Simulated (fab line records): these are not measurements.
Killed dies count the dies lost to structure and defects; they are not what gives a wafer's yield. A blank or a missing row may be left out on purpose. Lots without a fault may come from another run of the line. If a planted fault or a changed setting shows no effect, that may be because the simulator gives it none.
fab line records	flow nand-harc	part 2 of 2: steps 5 to 6 of 6
[record] lots = 22	wafers = 66	last-day = 24
route steps=1159 shown A_STAIRCASE@687 A_SGD_CUT@759 A_SLIT@779
lots with no fault: from the same line, run without faults
start-h: start of the lot's first displayed wafer, in hours after the record's first day	wait-h: hours elapsed since this lot's preceding step	" the same as in the row above	L1.1+2: a single row standing in for several wafers	- value missing, or start not given	* or withheld: withheld	< > ~ a bound
route shown NAME@n: names a module that has steps shown in the file, with the first one's number in the route	usual: mean and standard deviation over wafers with no fault	same: alike in all rows	chamber/n: place in a boat	sites: the reading at each site	_std_site: the values' standard deviation	_edge_site: outer sites' mean less inner sites'	radius-mm: how far each site lies from the wafer's centre	mask NAME#n: copy n	behind: the last tool/chamber to shape the wafer	hold: the reason the lot was held/the length of the hold in hours/how it ended	device: which transistor (n, p or np) failed to switch	end of line: tests of these same wafers at the route's end	where a step has no rows: the recipe by itself	killed: at the first sort, the dies lost to defects and structure; wafer yield is something else	map: a wafer's dies, x killed, . not, _ none there
set.NAME: the setting as run; set.NAME@STEP: as run at that earlier step	model.NAME: the simulator's own value behind a step, which no gauge read
the route's steps for a sample of lots (tables are steps, rows are wafers)
services: a tool's chamber out of use, with start hour (start-h, from the record's first day; less than 0 if before it), hours out, and reason
[[steps]]
[step NHARC_A_SLIT_ETCH_15]
[recipe] target-depth-a = 32000	over-etch-frac = 0.3	time-s = 832	ion-energy-ev = 150	o2-flow-sccm = 400	cos-flow-sccm = 20	ar-flow-sccm = 0	rf-w = 500	bias-w = 300	chemistry = O2/COS
[usual] chamber-pressure-mTorr = 20.001/0.019	drypump-motor-current-A = 5.6/0.41	o2-flow-sccm = 399.9/1.2	oes-product-au = 1.000/0.01	rf-vpp-V = 313.2/1.6	showerhead-plenum-p-Torr = 3.06/0.094	throttle-valve-pct = 28.329/0.0088
lot.wafer	tool	chamber	start-h	wait-h	chamber-pressure-mTorr	drypump-motor-current-A	o2-flow-sccm	oes-product-au	rf-hours-counter-h	rf-vpp-V	showerhead-plenum-p-Torr	throttle-valve-pct
L078.4	rie-diel-06	1	-	-	20.026	6.2	398.6	0.989	4	315.1	2.98	28.316
L078.3	"	2	"	"	20.024	5.9	399.2	0.997	4	310.2	2.93	28.318
L078.1	"	0	"	"	19.972	4.8	399.4	0.995	4	312.9	3.10	28.332
L076.1	rie-diel-11	0	-	-	19.997	5.1	399.5	1.003	8	313.6	3.14	28.314
L076.2	"	2	"	"	20.005	5.4	399.2	1.022	7	310.6	2.92	28.340
L076.6	"	0	"	"	19.990	5.1	399.2	1.023	-	314.5	3.14	28.333
L075.3	rie-diel-10	1	-	-	20.004	5.7	399.2	0.997	13	316.1	3.24	28.323
L075.4	"	2	"	"	19.985	5.3	397.8	0.981	14	313.8	3.08	28.341
L075.1	"	0	"	"	20.044	5.9	399.2	0.977	12	311.2	3.00	28.318
L079.4	rie-diel-11	0	-	-	20.007	5.1	398.7	1.016	9	314.2	3.14	28.331
L079.1	"	2	"	"	20.006	5.4	403.0	1.015	7	310.8	2.92	28.326
L079.3	"	3	"	"	20.024	6.0	401.2	0.997	8	314.1	3.04	28.343
L074.2	rie-diel-06	1	-	-	19.969	6.1	403.8	0.996	5	312.9	2.98	28.329
L074.1	"	2	"	"	19.968	5.9	399.1	1.004	5	312.3	2.93	28.330
L074.5	"	1	"	"	19.992	6.2	402.1	1.003	-	311.6	2.98	28.330
L077.3	rie-diel-11	2	-	-	20.000	5.4	398.4	1.013	8	310.6	2.92	28.337
L077.4	"	3	"	"	20.008	6.0	397.9	0.998	8	313.0	3.04	28.336
L077.2	"	0	"	"	20.001	5.1	402.0	1.016	9	314.0	3.14	28.324
L080.3	rie-diel-11	1	-	-	20.017	5.7	398.7	0.996	11	312.3	3.07	28.339
L080.4	"	2	"	"	20.002	5.4	401.5	1.005	9	312.0	2.92	28.335
L080.6	"	3	"	"	19.985	5.9	400.4	0.990	-	312.8	3.04	28.339
L083.2	rie-diel-10	3	-	-	20.024	5.1	398.9	1.002	0	310.3	2.95	28.319
L083.1	"	0	"	"	20.014	5.9	399.2	0.990	0	312.3	3.00	28.328
L083.6	"	2	"	"	19.996	5.3	398.6	1.007	-	313.4	3.08	28.331
L082.1	rie-diel-10	3	-	-	20.012	5.1	398.0	1.011	1	310.7	2.95	28.315
L082.2	"	1	"	"	19.974	5.7	400.2	1.011	1	317.2	3.24	28.332
L082.5	"	3	"	"	20.000	5.1	399.0	1.007	-	310.8	2.95	28.331
L084.1	rie-diel-10	0	-	-	19.991	5.9	400.2	0.988	2	312.7	3.00	28.332
L084.4	"	1	"	"	19.986	5.7	400.5	1.010	2	316.6	3.24	28.315
L084.3	"	2	"	"	20.002	5.4	399.7	0.996	2	313.3	3.08	28.314
L081.2	rie-diel-06	0	-	-	19.977	4.8	401.1	0.995	7	314.8	3.10	28.315
L081.1	"	1	"	"	20.035	6.2	396.9	0.989	8	311.1	2.98	28.333
L081.6	"	1	"	"	20.009	6.2	397.3	0.994	-	311.9	2.98	28.333
L089.4	rie-diel-11	3	-	-	19.989	6.0	399.1	0.998	2	313.1	3.03	28.337
L089.2	"	1	"	"	20.008	5.7	400.0	1.010	1	313.8	3.07	28.317
L089.6	"	0	"	"	20.030	5.1	398.8	1.010	-	315.3	3.14	28.348
L085.1	rie-diel-06	3	-	-	19.982	6.1	401.0	0.982	8	316.3	3.14	28.327
L085.2	"	0	"	"	19.986	4.8	400.7	0.987	7	313.3	3.10	28.317
L085.3	"	2	"	"	19.988	5.9	398.6	1.009	9	312.1	2.93	28.319
L087.2	rie-diel-10	2	-	-	20.001	5.3	398.8	1.002	5	311.5	3.07	28.331
L087.4	"	3	"	"	20.010	5.1	401.2	0.994	5	312.0	2.95	28.323
L087.5	"	2	"	"	20.037	5.4	399.3	1.007	-	312.7	3.07	28.332
L090.3	rie-diel-06	3	-	-	19.991	6.1	399.6	0.983	9	315.5	3.14	28.323
L090.6	"	3	"	"	19.996	6.2	398.7	0.989	-	314.7	3.14	28.319
L090.5	"	0	"	"	19.956	4.8	399.3	0.997	-	314.6	3.10	28.340
L088.2	rie-diel-11	0	-	-	19.994	5.1	401.1	1.014	3	315.7	3.14	28.324
L088.1	"	1	"	"	20.013	5.7	397.3	1.002	3	313.2	3.07	28.338
L088.5	"	3	"	"	19.986	6.0	400.0	1.001	-	312.1	3.03	28.337
L092.4	rie-diel-10	1	-	-	20.013	5.7	400.2	1.008	7	315.4	3.24	28.330
L092.5	"	1	"	"	20.003	5.7	399.7	1.012	-	316.6	3.24	28.318
L092.6	"	2	"	"	19.999	5.3	399.2	1.006	-	312.8	3.07	28.332
L091.1	rie-diel-11	2	-	-	20.000	5.4	401.0	1.001	4	311.7	2.92	28.347
L091.3	"	0	"	"	19.970	5.1	400.4	1.011	4	313.4	3.14	28.327
L091.4	"	1	"	"	20.027	5.7	401.4	1.002	-	313.4	3.07	28.331
L094.2	rie-diel-11	2	-	-	20.005	5.4	399.1	0.999	5	310.8	2.92	28.326
L094.1	"	3	"	"	20.005	5.9	401.4	0.993	4	312.0	3.03	28.335
L094.6	"	1	"	"	20.029	5.7	400.9	1.003	-	312.9	3.07	28.342
L093.3	rie-diel-10	2	-	-	20.002	5.3	400.1	0.988	8	314.3	3.07	28.322
L093.4	"	3	"	"	20.052	5.1	400.2	0.987	7	310.2	2.95	28.316
L093.6	"	1	"	"	20.018	5.7	401.5	1.017	-	315.6	3.24	28.340
L095.4	rie-diel-10	3	-	-	19.976	5.1	400.6	0.993	8	311.4	2.95	28.336
L095.1	"	2	"	"	20.012	5.3	400.2	0.993	9	312.9	3.07	28.333
L095.6	"	3	"	"	20.021	5.1	400.3	1.000	-	311.5	2.95	28.327
L096.2	rie-diel-06	3	-	-	20.025	6.1	401.4	1.004	1	313.2	3.14	28.337
L096.3	"	2	"	"	19.978	5.9	399.3	0.996	2	312.2	2.93	28.330
L096.6	"	3	"	"	20.001	6.2	399.5	1.007	-	315.1	3.14	28.312
[step NHARC_A_SLIT_ETCH_26]
[recipe] bias-v = 400	source-w = 2000	pressure-mtorr = 25	time-s = 90	ar-flow-sccm = 375	c4f8-flow-sccm = 41.7	o2-flow-sccm = 83.3	target-depth-a = 4000	chemistry = C4F8/O2/Ar
[usual] bias-v = 400/4	chamber-pressure-mTorr = 24.996/0.022	drypump-motor-current-A = 5.5/0.44	o2-flow-sccm = 83.28/0.25	showerhead-plenum-p-Torr = 3.75/0.088	throttle-valve-pct = 27.620/0.0092
lot.wafer	tool	chamber	start-h	wait-h	bias-v	chamber-pressure-mTorr	drypump-motor-current-A	o2-flow-sccm	rf-hours-counter-h	showerhead-plenum-p-Torr	throttle-valve-pct
L078.1	har-etch-02	0	332.79	1.0	396	25.009	5.3	82.95	175	3.80	27.622
L078.4	"	1	"	"	399	24.993	6.3	83.51	-	3.61	27.620
L078.3	"	0	"	"	399	25.026	5.2	83.20	-	3.80	27.609
L076.2	har-etch-01	0	332.96	1.3	403	24.985	5.6	83.64	7	3.80	27.615
L076.1	"	1	"	"	390	25.000	5.1	83.22	7	3.83	27.621
L076.6	"	0	"	"	404	25.000	5.6	83.67	-	3.80	27.614
L075.1	har-etch-02	1	334.48	1.0	403	25.038	6.2	83.28	177	3.61	27.614
L075.3	"	0	"	"	397	24.990	5.3	83.69	-	3.80	27.613
L075.4	"	1	"	"	400	24.992	6.2	83.14	-	3.61	27.637
L079.1	har-etch-01	1	336.99	1.0	408	25.004	5.1	83.07	8	3.83	27.620
L079.4	"	0	"	"	404	24.977	5.6	83.21	-	3.80	27.630
L079.3	"	1	"	"	402	25.021	5.1	83.72	-	3.83	27.620
L074.1	har-etch-02	1	337.24	1.2	399	25.026	6.2	83.29	179	3.61	27.610
L074.2	"	0	"	"	389	24.977	5.3	82.89	179	3.80	27.623
L074.5	"	0	"	"	395	24.975	5.2	82.83	-	3.80	27.623
L077.2	har-etch-01	0	338.64	1.2	399	24.996	5.5	82.74	10	3.80	27.624
L077.3	"	0	"	"	397	25.007	5.6	82.90	-	3.80	27.621
L077.4	"	1	"	"	403	25.005	5.1	82.86	-	3.83	27.619
L080.4	har-etch-01	0	356.42	0.8	395	25.015	5.6	83.16	-	3.79	27.615
L080.3	"	1	"	"	404	25.026	5.1	83.54	-	3.82	27.608
L080.6	"	1	"	"	407	24.992	5.1	83.54	-	3.83	27.625
L083.2	har-etch-02	0	371.87	1.2	397	24.988	5.3	83.14	192	3.79	27.628
L083.1	"	1	"	"	404	24.987	6.2	83.02	192	3.60	27.622
L083.6	"	1	"	"	406	25.011	6.2	83.25	-	3.60	27.617
L082.1	har-etch-01	1	373.00	1.3	399	24.957	5.1	83.64	21	3.82	27.617
L082.2	"	0	"	"	396	25.034	5.5	83.10	21	3.79	27.634
L082.5	"	0	"	"	400	24.981	5.5	83.34	-	3.79	27.628
L084.1	har-etch-02	0	384.21	1.2	399	25.013	5.2	82.82	197	3.79	27.613
L084.3	"	0	"	"	398	25.015	5.3	83.37	-	3.79	27.624
L084.4	"	1	"	"	403	25.007	6.3	83.02	-	3.60	27.606
L081.1	har-etch-01	1	385.12	1.2	400	25.030	5.1	83.22	26	3.82	27.625
L081.2	"	0	"	"	407	24.991	5.5	83.49	26	3.79	27.597
L081.6	"	1	"	"	399	25.019	5.1	83.32	-	3.82	27.616
L089.2	har-etch-02	1	394.76	1.0	403	24.988	6.2	83.48	203	3.60	27.599
L089.4	"	0	"	"	397	24.973	5.2	83.22	-	3.79	27.619
L089.6	"	1	"	"	396	24.987	6.2	82.91	-	3.60	27.625
L085.2	har-etch-02	1	396.41	1.2	404	24.996	6.2	83.23	204	3.60	27.617
L085.1	"	0	"	"	402	24.984	5.2	82.97	204	3.79	27.637
L085.3	"	1	"	"	404	25.018	6.2	82.94	-	3.60	27.629
L087.2	har-etch-02	1	405.96	1.0	401	24.955	6.2	83.09	211	3.59	27.618
L087.4	"	1	"	"	401	24.967	6.2	83.10	-	3.59	27.623
L087.5	"	1	"	"	398	25.020	6.2	83.05	-	3.59	27.615
L090.3	har-etch-01	0	416.68	0.8	400	24.966	5.6	83.48	-	3.78	27.633
L090.5	"	0	"	"	406	25.006	5.6	83.43	-	3.78	27.631
L090.6	"	1	"	"	397	25.026	5.1	83.75	-	3.81	27.623
L088.2	har-etch-01	0	418.81	1.2	403	24.976	5.6	83.16	41	3.78	27.603
L088.1	"	1	"	"	400	25.024	5.0	83.51	41	3.81	27.604
L088.5	"	0	"	"	405	24.996	5.6	83.20	-	3.78	27.608
L092.4	har-etch-02	1	425.46	0.8	403	25.007	6.2	82.81	-	3.59	27.615
L092.5	"	1	"	"	403	24.958	6.2	83.18	-	3.59	27.632
L092.6	"	0	"	"	402	24.999	5.3	83.37	-	3.78	27.633
L091.1	har-etch-01	1	426.01	1.2	393	24.989	5.1	83.23	46	3.81	27.619
L091.3	"	1	"	"	393	25.013	5.1	83.57	-	3.81	27.613
L091.4	"	0	"	"	399	25.006	5.6	83.59	-	3.78	27.625
L094.2	har-etch-02	0	438.97	1.2	398	24.992	5.3	83.20	222	3.78	27.626
L094.1	"	1	"	"	401	24.995	6.2	83.33	222	3.59	27.623
L094.6	"	1	"	"	395	24.968	6.2	83.47	-	3.59	27.624
L093.4	har-etch-01	1	439.22	0.8	403	25.005	5.1	83.22	-	3.81	27.626
L093.3	"	0	"	"	402	25.019	5.6	83.53	-	3.78	27.624
L093.6	"	0	"	"	397	24.951	5.6	83.82	-	3.78	27.626
L095.1	har-etch-01	0	453.66	1.2	393	25.020	5.6	83.46	59	3.77	27.612
L095.4	"	0	"	"	391	24.967	5.6	83.21	-	3.77	27.619
L095.6	"	1	"	"	397	24.972	5.1	83.11	-	3.80	27.613
L096.2	har-etch-02	1	455.23	1.0	401	25.004	6.2	83.43	235	3.58	27.618
L096.3	"	0	"	"	396	24.977	5.2	82.93	-	3.77	27.609
L096.6	"	0	"	"	398	24.970	5.2	83.09	-	3.77	27.628
[[services]]
tool	chamber	start-h	hours	kind
rie-diel-11	2	263.12	29.2	repair
rie-diel-13	-	264.36	2.3	repair
rie-diel-11	1	268.51	7.8	repair
rie-diel-13	-	276.05	9.0	pm
cmp-04	-	284.80	1.1	repair
cmp-04	-	301.10	4.0	pm
har-etch-01	-	305.00	17.0	pm
rie-diel-11	3	321.20	3.2	repair
cmp-02	-	329.38	1.4	repair
cmp-02	-	330.79	4.0	pm
cmp-04	-	337.27	0.8	repair
har-etch-01	-	341.60	5.9	repair
rie-diel-03	2	343.78	5.5	repair
cmp-02	-	377.28	4.7	repair
rie-diel-13	2	385.36	7.5	repair
rie-diel-03	3	392.04	7.1	repair
rie-diel-03	-	392.31	9.0	pm
cmp-04	-	399.10	4.0	pm
cmp-02	-	401.94	0.3	repair
rie-diel-13	-	403.61	1.7	repair
cmp-02	-	428.79	4.0	pm
rie-diel-13	2	440.58	13.4	repair
rie-diel-13	-	440.80	0.2	repair
rie-diel-13	-	453.63	9.0	pm
